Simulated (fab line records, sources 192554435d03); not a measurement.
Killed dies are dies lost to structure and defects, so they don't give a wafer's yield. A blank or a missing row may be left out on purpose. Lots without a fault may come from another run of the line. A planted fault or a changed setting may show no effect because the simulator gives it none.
Which tool did it? | flow n5_finfet | 24 lots, 72 wafers sampled, at 6 steps of a route of 1938

WHAT THE GAUGES READ, wafer by wafer
N5_BEOL_M6_THK_MEAS_53: measures by xrf. Usual: M6_THK 78.5 nm, standard deviation 2.
lot  | measured     | on            | M6_THK (nm)    | flag
L075 | day 9 00:20  | film_metro-01 | 80.1 80.7 82.0 |
L074 | day 9 04:53  | film_metro-01 | 74.8 79.0 78.2 |
L077 | day 9 07:24  | film_metro-02 | 77.8 76.0 80.4 |
L076 | day 9 07:44  | film_metro-02 | 76.5 77.0 79.4 |
L078 | day 10 04:58 | film_metro-02 | 75.9 80.6 79.0 |
L079 | day 10 07:05 | film_metro-02 | 76.7 78.1 79.7 |
L081 | day 10 15:30 | film_metro-02 | 81.7 74.7 78.8 |
L082 | day 10 21:37 | film_metro-02 | 77.2 75.8 78.4 |
L080 | day 11 03:54 | film_metro-02 | 76.7 78.9 75.8 |
L083 | day 11 13:57 | film_metro-02 | 80.2 77.9 80.9 |
L086 | day 11 18:56 | film_metro-02 | 77.6 79.0 78.6 |
L084 | day 11 23:07 | film_metro-01 | 79.7 79.5 79.9 |
L085 | day 11 23:30 | film_metro-01 | 77.9 77.8 79.7 |
L088 | day 12 04:40 | film_metro-02 | 80.0 79.7 80.0 |
L087 | day 12 05:04 | film_metro-01 | 78.9 78.4 78.1 |
L089 | day 12 18:41 | film_metro-02 | 80.2 77.3 79.2 |
L090 | day 12 22:18 | film_metro-01 | 75.6 80.6 76.6 |
L092 | day 13 05:37 | film_metro-01 | 78.0 80.4 80.0 |
L091 | day 13 17:11 | film_metro-02 | 77.2 77.0 77.3 |
L093 | day 13 18:10 | film_metro-02 | 76.3 81.4 75.3 |
L094 | day 13 23:34 | film_metro-02 | 75.4 78.0 78.2 |
L095 | day 14 06:16 | film_metro-02 | 79.0 76.4 79.2 |
L096 | day 14 11:13 | film_metro-02 | 79.9 78.0 76.1 |
L097 | day 15 07:11 | film_metro-02 | 79.9 78.3 79.8 |

N5_BEOL_M7_INSPECT_58: inspects for defects (darkfield). Usual: raw_defect_count 74, standard deviation 22.
lot  | measured     | on                | raw_defect_count | flag
L075 | day 9 06:47  | defect_inspect-02 | 116 50 51        |
L074 | day 9 13:35  | defect_inspect-02 | 93 70 120        |
L077 | day 9 16:10  | defect_inspect-01 | 42 67 61         |
L076 | day 9 15:44  | defect_inspect-01 | 105 119 95       |
L078 | day 10 12:52 | defect_inspect-02 | 65 53 62         |
L079 | day 10 15:12 | defect_inspect-02 | 60 44 44         |
L081 | day 11 00:38 | defect_inspect-01 | 44 43 55         |
L082 | day 11 06:50 | defect_inspect-01 | 52 80 64         |
L080 | day 11 14:18 | defect_inspect-01 | 64 60 92         |
L083 | day 11 23:02 | defect_inspect-02 | 66 88 57         |
L086 | day 12 06:32 | defect_inspect-02 | 69 72 83         |
L084 | day 12 05:56 | defect_inspect-02 | 93 80 101        |
L085 | day 12 06:15 | defect_inspect-01 | 51 65 60         |
L088 | day 12 12:34 | defect_inspect-02 | 78 103 61        |
L087 | day 12 12:43 | defect_inspect-01 | 104 61 88        |
L089 | day 13 02:19 | defect_inspect-02 | 50 76 56         |
L090 | day 13 08:05 | defect_inspect-01 | 92 68 52         |
L092 | day 13 14:39 | defect_inspect-01 | 82 68 100        |
L091 | day 14 00:51 | defect_inspect-02 | 62 89 67         |
L093 | day 14 01:35 | defect_inspect-02 | 74 75 47         |
L094 | day 14 06:50 | defect_inspect-02 | 70 71 71         |
L095 | day 14 14:02 | defect_inspect-02 | 123 118 143      |
L096 | day 14 19:26 | defect_inspect-02 | 80 87 119        |
L097 | day 15 16:31 | defect_inspect-01 | 83 71 54         |

N5_BEOL_M8_CD_MEAS_18: pitch 80 nm, target cd 40 nm. Usual: cd_nm 40.2 nm, standard deviation 0.64.
lot  | measured     | on        | cd_nm (nm)     | flag
L075 | day 9 10:17  | cd_sem-01 | 40.0 40.5 39.6 |
L074 | day 9 16:53  | cd_sem-01 | 40.7 40.5 41.4 |
L077 | day 9 19:37  | cd_sem-01 | 40.1 40.2 40.0 |
L076 | day 9 19:11  | cd_sem-01 | 39.9 40.7 40.4 |
L078 | day 10 15:52 | cd_sem-02 | 39.8 40.0 40.0 |
L079 | day 10 18:02 | cd_sem-02 | 40.9 41.1 40.7 |
L081 | day 11 04:25 | cd_sem-01 | 38.9 39.5 40.4 |
L082 | day 11 13:04 | cd_sem-01 | 40.4 40.5 39.0 |
L080 | day 11 17:44 | cd_sem-01 | 40.0 39.0 39.8 |
L083 | day 12 00:51 | cd_sem-01 | 40.0 40.5 39.5 |
L086 | day 12 10:30 | cd_sem-03 | 40.1 39.1 40.8 |
L084 | day 12 10:05 | cd_sem-02 | 41.7 41.2 40.7 |
L085 | day 12 10:07 | cd_sem-03 | 39.6 39.7 39.9 |
L088 | day 12 16:05 | cd_sem-02 | 40.3 40.7 40.4 |
L087 | day 12 16:25 | cd_sem-03 | 40.0 40.4 39.9 |
L089 | day 13 04:50 | cd_sem-01 | 39.1 39.3 39.6 |
L090 | day 13 10:46 | cd_sem-01 | 40.2 39.6 40.5 |
L092 | day 13 18:02 | cd_sem-03 | 41.3 41.9 41.5 |
L091 | day 14 03:17 | cd_sem-01 | 39.6 40.3 41.0 |
L093 | day 14 03:47 | cd_sem-01 | 40.4 39.1 40.0 |
L094 | day 14 09:16 | cd_sem-03 | 40.5 41.1 40.2 |
L095 | day 14 17:50 | cd_sem-02 | 41.0 40.1 40.7 |
L096 | day 14 22:08 | cd_sem-02 | 41.4 40.3 41.8 |
L097 | day 15 21:04 | cd_sem-03 | 41.4 40.1 40.4 |

N5_BEOL_M8_OVL_MEAS_29. Usual: V7_OVL -0.2 nm, standard deviation 0.83.
lot  | measured     | on         | V7_OVL (nm)    | flag
L075 | day 9 12:26  | overlay-01 | -0.9 1.3 0.6   |
L074 | day 9 17:51  | overlay-01 | -0.5 -0.4 -0.6 |
L077 | day 9 21:02  | overlay-01 | 0.5 0.4 -1.3   |
L076 | day 9 20:52  | overlay-01 | -0.2 0.3 -0.3  |
L078 | day 10 17:13 | overlay-02 | -0.7 -2.3 -1.2 |
L079 | day 10 19:35 | overlay-02 | -1.0 -0.6 -1.0 |
L081 | day 11 04:55 | overlay-02 | -1.3 -2.4 -0.9 |
L082 | day 11 14:56 | overlay-02 | -0.2 1.0 -0.3  |
L080 | day 11 20:41 | overlay-01 | 1.6 0.5 0.7    |
L083 | day 12 01:25 | overlay-02 | 1.0 0.0 -0.9   |
L086 | day 12 14:16 | overlay-01 | 0.4 -1.0 0.2   |
L084 | day 12 10:31 | overlay-02 | 0.7 -0.8 -1.2  |
L085 | day 12 14:14 | overlay-02 | -0.9 -0.8 -0.6 |
L088 | day 12 17:52 | overlay-02 | -0.1 0.4 -1.2  |
L087 | day 12 17:41 | overlay-02 | 0.8 -1.3 0.8   |
L089 | day 13 05:34 | overlay-01 | 0.5 -0.9 0.2   |
L090 | day 13 11:16 | overlay-02 | -0.7 0.5 -0.1  |
L092 | day 13 19:24 | overlay-02 | -0.4 0.8 0.2   |
L091 | day 14 03:49 | overlay-02 | 0.3 0.3 1.0    |
L093 | day 14 04:19 | overlay-02 | 1.0 -0.9 -1.2  |
L094 | day 14 09:36 | overlay-02 | 0.8 -1.0 -1.0  |
L095 | day 14 20:22 | overlay-02 | 0.3 -1.0 0.1   |
L096 | day 14 22:28 | overlay-01 | -0.2 -0.4 0.5  |
L097 | day 15 21:54 | overlay-02 | -0.4 0.6 -0.3  |

WHICH TOOL RAN EACH LOT (tool, then ch and the chambers of the sampled wafers, then the start)
lot  | N5_BEOL_M7_STRIP_19                | N5_BEOL_M8_STRIP_19
L075 | rie_diel-05 ch 0,3, day 9 02:14    | rie_diel-02 ch 0,2,3, day 9 10:13
L074 | rie_diel-06 ch 2,3, day 9 07:10    | rie_diel-04 ch 1,2,3, day 9 16:49
L077 | rie_diel-05 ch 0,1,3, day 9 10:43  | rie_diel-03 ch 0,2,3, day 9 19:33
L076 | rie_diel-01 ch 0,2,3, day 9 10:52  | rie_diel-02 ch 1,2, day 9 19:07
L078 | rie_diel-06 ch 0,2,3, day 10 07:27 | rie_diel-04 ch 0,3, day 10 15:48
L079 | rie_diel-05 ch 0,2,3, day 10 11:05 | rie_diel-02 ch 0,1,3, day 10 17:58
L081 | rie_diel-05 ch 0,1,2, day 10 18:13 | rie_diel-04 ch 0,3, day 11 04:20
L082 | rie_diel-06 ch 0,2,3, day 11 01:01 | rie_diel-02 ch 0,2,3, day 11 13:00
L080 | rie_diel-06 ch 0,1, day 11 06:46   | rie_diel-04 ch 1,2,3, day 11 17:40
L083 | rie_diel-05 ch 0,2,3, day 11 16:42 | rie_diel-02 ch 0,2,3, day 12 00:47
L086 | rie_diel-05 ch 0,1,2, day 12 00:21 | rie_diel-03 ch 1,2,3, day 12 10:26
L084 | rie_diel-01 ch 0,1,3, day 12 01:31 | rie_diel-03 ch 1,3, day 12 10:01
L085 | rie_diel-06 ch 1,2, day 12 01:42   | rie_diel-03 ch 1,2,3, day 12 10:03
L088 | rie_diel-01 ch 0,3, day 12 07:32   | rie_diel-03 ch 0,1,2, day 12 16:01
L087 | rie_diel-05 ch 0,2, day 12 07:52   | rie_diel-02 ch 1,2, day 12 16:19
L089 | rie_diel-01 ch 1,2,3, day 12 22:07 | rie_diel-04 ch 1,2,3, day 13 04:46
L090 | rie_diel-05 ch 0,1,2, day 13 01:56 | rie_diel-03 ch 0,1,3, day 13 10:42
L092 | rie_diel-01 ch 1,2, day 13 08:21   | rie_diel-04 ch 0,2,3, day 13 17:59
L091 | rie_diel-01 ch 2,3, day 13 21:08   | rie_diel-04 ch 2,3, day 14 03:13
L093 | rie_diel-06 ch 0,1, day 13 21:16   | rie_diel-02 ch 0,1,3, day 14 03:43
L094 | rie_diel-05 ch 0,2,3, day 14 03:12 | rie_diel-04 ch 0,3, day 14 09:11
L095 | rie_diel-01 ch 0,2,3, day 14 09:15 | rie_diel-02 ch 1,2,3, day 14 17:46
L096 | rie_diel-01 ch 1,2, day 14 13:48   | rie_diel-04 ch 0,1, day 14 22:04
L097 | rie_diel-01 ch 0,1,2, day 15 10:45 | rie_diel-02 ch 0,1,2, day 15 20:59
- N5_BEOL_M7_STRIP_19: strips in O2.
- N5_BEOL_M8_STRIP_19: strips in O2.

WHAT THE TOOLS THEMSELVES READ (means of the sampled wafers that have a number; where no wafer has one, the mark that the record gives instead)
N5_BEOL_M7_STRIP_19. Usual: drypump_motor_current_A 5.7 A, standard deviation 0.31; oes_product_au 0.79 a.u., standard deviation 0.089; rf_vpp_V 3.7 V, standard deviation 0.58; showerhead_plenum_p_Torr 2.12 Torr, standard deviation 0.043; throttle_valve_pct 16.64 %, standard deviation 0.2.
lot  | tool        | drypump_motor_current_A (A) | oes_product_au (a.u.) | rf_vpp_V (V) | showerhead_plenum_p_Torr (Torr) | throttle_valve_pct (%) | flag
L075 | rie_diel-05 | 5.8                         | 0.73                  | 3.6          | 2.15                            | 16.70                  |
L074 | rie_diel-06 | 5.4                         | 0.78                  | 3.8          | 2.05                            | 16.71                  |
L077 | rie_diel-05 | 5.6                         | 0.75                  | 3.5          | 2.12                            | 16.67                  |
L076 | rie_diel-01 | 5.7                         | 0.76                  | 3.6          | 2.13                            | 16.61                  |
L078 | rie_diel-06 | 5.6                         | 0.75                  | 3.7          | 2.09                            | 16.72                  |
L079 | rie_diel-05 | 5.7                         | 0.74                  | 3.7          | 2.12                            | 16.70                  |
L081 | rie_diel-05 | 5.7                         | 0.79                  | 4.1          | 2.13                            | 16.54                  |
L082 | rie_diel-06 | 5.5                         | 0.74                  | 4.2          | 2.08                            | 16.72                  |
L080 | rie_diel-06 | 5.7                         | 0.78                  | 3.4          | 2.14                            | 16.52                  |
L083 | rie_diel-05 | 5.7                         | 0.73                  | 3.3          | 2.12                            | 16.72                  |
L086 | rie_diel-05 | 5.6                         | 0.78                  | 3.7          | 2.13                            | 16.56                  |
L084 | rie_diel-01 | 5.9                         | 0.84                  | 4.1          | 2.15                            | 16.66                  |
L085 | rie_diel-06 | 5.4                         | 0.84                  | 3.9          | 2.12                            | 16.51                  |
L088 | rie_diel-01 | 6.0                         | 0.80                  | 3.3          | 2.15                            | 16.64                  |
L087 | rie_diel-05 | 5.9                         | 0.76                  | 3.1          | 2.15                            | 16.60                  |
L089 | rie_diel-01 | 5.6                         | 0.88                  | 3.6          | 2.13                            | 16.53                  |
L090 | rie_diel-05 | 5.6                         | 0.77                  | 3.8          | 2.13                            | 16.56                  |
L092 | rie_diel-01 | 5.5                         | 0.96                  | 3.5          | 2.10                            | 16.53                  |
L091 | rie_diel-01 | 5.4                         | 0.86                  | 3.2          | 2.09                            | 16.43                  |
L093 | rie_diel-06 | 5.5                         | 0.82                  | 3.6          | 2.14                            | 16.44                  |
L094 | rie_diel-05 | 5.7                         | 0.83                  | 3.8          | 2.11                            | 16.60                  |
L095 | rie_diel-01 | 5.7                         | 0.81                  | 3.8          | 2.12                            | 16.55                  |
L096 | rie_diel-01 | 5.7                         | 0.91                  | 3.5          | 2.14                            | 16.69                  |
L097 | rie_diel-01 | 5.8                         | 0.86                  | 3.5          | 2.12                            | 16.68                  |

N5_BEOL_M8_STRIP_19. Usual: drypump_motor_current_A 5.6 A, standard deviation 0.53; oes_product_au 0.84 a.u., standard deviation 0.083; rf_vpp_V 3.7 V, standard deviation 0.66; showerhead_plenum_p_Torr 2.07 Torr, standard deviation 0.066; throttle_valve_pct 16.57 %, standard deviation 0.28.
lot  | tool        | drypump_motor_current_A (A) | oes_product_au (a.u.) | rf_vpp_V (V) | showerhead_plenum_p_Torr (Torr) | throttle_valve_pct (%) | flag
L075 | rie_diel-02 | 5.2                         | 0.82                  | 3.6          | 2.08                            | 16.72                  |
L074 | rie_diel-04 | 5.8                         | 0.86                  | 3.8          | 2.10                            | 16.65                  |
L077 | rie_diel-03 | 5.7                         | 0.76                  | 3.8          | 2.10                            | 16.80                  |
L076 | rie_diel-02 | 6.0                         | 0.92                  | 3.4          | 2.05                            | 16.24                  |
L078 | rie_diel-04 | 5.8                         | 0.91                  | 3.3          | 2.05                            | 16.36                  |
L079 | rie_diel-02 | 5.6                         | 0.83                  | 3.4          | 2.08                            | 16.58                  |
L081 | rie_diel-04 | 5.4                         | 0.91                  | 3.3          | 2.04                            | 16.40                  |
L082 | rie_diel-02 | 5.2                         | 0.79                  | 4.4          | 2.08                            | 16.77                  |
L080 | rie_diel-04 | 5.7                         | 0.82                  | 3.2          | 2.09                            | 16.68                  |
L083 | rie_diel-02 | 5.2                         | 0.79                  | 4.0          | 2.07                            | 16.78                  |
L086 | rie_diel-03 | 5.4                         | 0.82                  | 3.2          | 2.09                            | 16.55                  |
L084 | rie_diel-03 | 5.2                         | 0.75                  | 3.3          | 2.08                            | 16.59                  |
L085 | rie_diel-03 | 5.4                         | 0.81                  | 3.6          | 2.09                            | 16.55                  |
L088 | rie_diel-03 | 5.8                         | 0.86                  | 4.4          | 2.06                            | 16.64                  |
L087 | rie_diel-02 | 5.5                         | 0.83                  | 3.9          | 2.04                            | 16.45                  |
L089 | rie_diel-04 | 5.8                         | 0.80                  | 3.7          | 2.08                            | 16.70                  |
L090 | rie_diel-03 | 5.5                         | 0.76                  | 3.6          | 2.08                            | 16.75                  |
L092 | rie_diel-04 | 5.4                         | 0.86                  | 3.0          | 2.04                            | 16.47                  |
L091 | rie_diel-04 | 5.4                         | 0.84                  | 4.5          | 2.05                            | 16.52                  |
L093 | rie_diel-02 | 5.6                         | 0.88                  | 4.0          | 2.16                            | 16.45                  |
L094 | rie_diel-04 | 5.3                         | 0.86                  | 3.8          | 2.03                            | 16.45                  |
L095 | rie_diel-02 | 5.6                         | 0.83                  | 3.4          | 2.09                            | 16.46                  |
L096 | rie_diel-04 | 5.3                         | 0.90                  | 3.7          | 2.07                            | 16.51                  |
L097 | rie_diel-02 | 5.5                         | 0.85                  | 3.4          | 2.10                            | 16.51                  |

THE ANSWER, worked out from the rows above alone
Rule: a lot is off if the mean of its wafers that have a number lies more than 3 standard deviations from the usual mean. A lot without any number at a reading at which 4 lots or more have one is off too. The other lots that the step has rows for count as sound. The gauges are gone through in route order, then the tools' own readings, and for those a lot's mean is taken as printed above. The first step at which some lot is off is used, and at that step the reading that is off furthest; a lot without a number counts as furthest.
No lot is off at any reading shown: from this, nothing can be told.

WHAT THE SIMULATOR HAD PUT IN
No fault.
